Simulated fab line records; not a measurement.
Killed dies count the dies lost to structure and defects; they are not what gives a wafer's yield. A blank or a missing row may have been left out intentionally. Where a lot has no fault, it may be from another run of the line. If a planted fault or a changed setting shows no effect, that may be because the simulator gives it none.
Split-lot study	flow n5 finfet	on a route of 1938 steps: 7 lots, 21 wafers read

== THE SPLIT ITSELF ==
At N5_HKMG_FIN_HK_ALD_01 (deposits HfO2, target thk 1.6 nm, pulse time 3 s, purge time 3 s), the setting ald cycles was moved away from the recipe's 30 on 5 of the 21 wafers read, by -13.3% to +13.3%. The other wafers ran this setting at the recipe's value.

== FROM THE SPLIT TO THE READING: what the file shows between them, 4 steps ==
- N5_HKMG_FIN_HK_ANNEAL_02: time 30 s
- N5_HKMG_FIN_ALD_74: deposits La2O3, target thk 0.5 nm, pulse time 6 s, co reactant pulse time 1 s
- N5_HKMG_FIN_WET_ETCH_82: etches La2O3 in dHCl, stops on HfO2, target depth 2 nm, rinse time 30 s
- N5_HKMG_FIN_ALD_36: deposits TiN, target thk 1 nm, pulse time 1 s, purge time 3 s

== THE READING ==
HK_THK, in nm, at N5_HKMG_FIN_THK_MEAS_70 (measures by xrf). On this fab line, fault-free wafers typically give 1.580 nm with a standard deviation of 0.02 nm.

wafer	tool, chamber at the split	ald cycles as run	against the recipe	HK_THK, nm	against lot-mates on the recipe
L076.1	ald hk-02, 0,1	26	-13.3%	1.355	-0.211
L076.2	ald hk-02, 0,1	26	-13.3%	1.355	-0.211
L076.6	ald hk-02, 0	30	recipe	1.566	-
L074.4	ald hk-03, 3,1	30	recipe	1.593	-
L074.5	ald hk-03, 3,1	30	recipe	1.598	-
L074.6	ald hk-03, 0	34	+13.3%	1.836	+0.241
L080.1	ald hk-01, 2,0,1	30	recipe	1.533	-
L080.2	ald hk-01, 2,0,1	30	recipe	1.552	-
L080.5	ald hk-01, 2,0,1	30	recipe	1.559	-
L084.2	ald hk-02, 1,2,0	30	recipe	1.561	-
L084.3	ald hk-02, 1,2,0	30	recipe	1.573	-
L084.6	ald hk-02, 1,2,0	30	recipe	1.580	-
L088.1	ald hk-02, 3,1,2	30	recipe	1.601	-
L088.2	ald hk-02, 3,1,2	30	recipe	1.574	-
L088.5	ald hk-02, 3,1,2	30	recipe	1.576	-
L093.1	ald hk-02, 0,3	30	recipe	1.568	-
L093.3	ald hk-02, 3	28	-6.7%	1.471	-0.103
L093.6	ald hk-02, 0,3	30	recipe	1.580	-
L097.1	ald hk-02, 0,3	30	recipe	1.577	-
L097.2	ald hk-02, 2	34	+13.3%	1.787	+0.222
L097.6	ald hk-02, 0,3	30	recipe	1.552	-
If several chambers appear in one row, that row covers several wafers at once and the file leaves open which wafer was in which chamber.

FIT RESULTS
A straight line over all 21 wafers: HK_THK changes by +0.017 nm for each +1% of ald cycles; r = +0.99; the points scatter about the line by 0.019 nm.
The same after taking each lot's own level away (the mean of its wafers on the recipe; 21 wafers): +0.0165 nm for each +1%; r = +1.00; scatter 0.01 nm.
Per that fit: largest ald cycles move, reading shift of 0.22 nm.
Measured against the standard deviation above, the lots' own levels, which go from 1.5480 to 1.5955 nm, span 2.4 times it.
The two slopes agree, so the slope changes little with the lot-to-lot level.
Check: -0.221 nm against its lot-mates is what the line predicts for one of the wafers moved furthest among these (-13.3%) when that wafer is left out of the fit. It came out at -0.211 nm against them.

== THE FILE'S OWN FIT ==
HK_THK changes by +0.0168 nm for each +1% of ald cycles, r = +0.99.
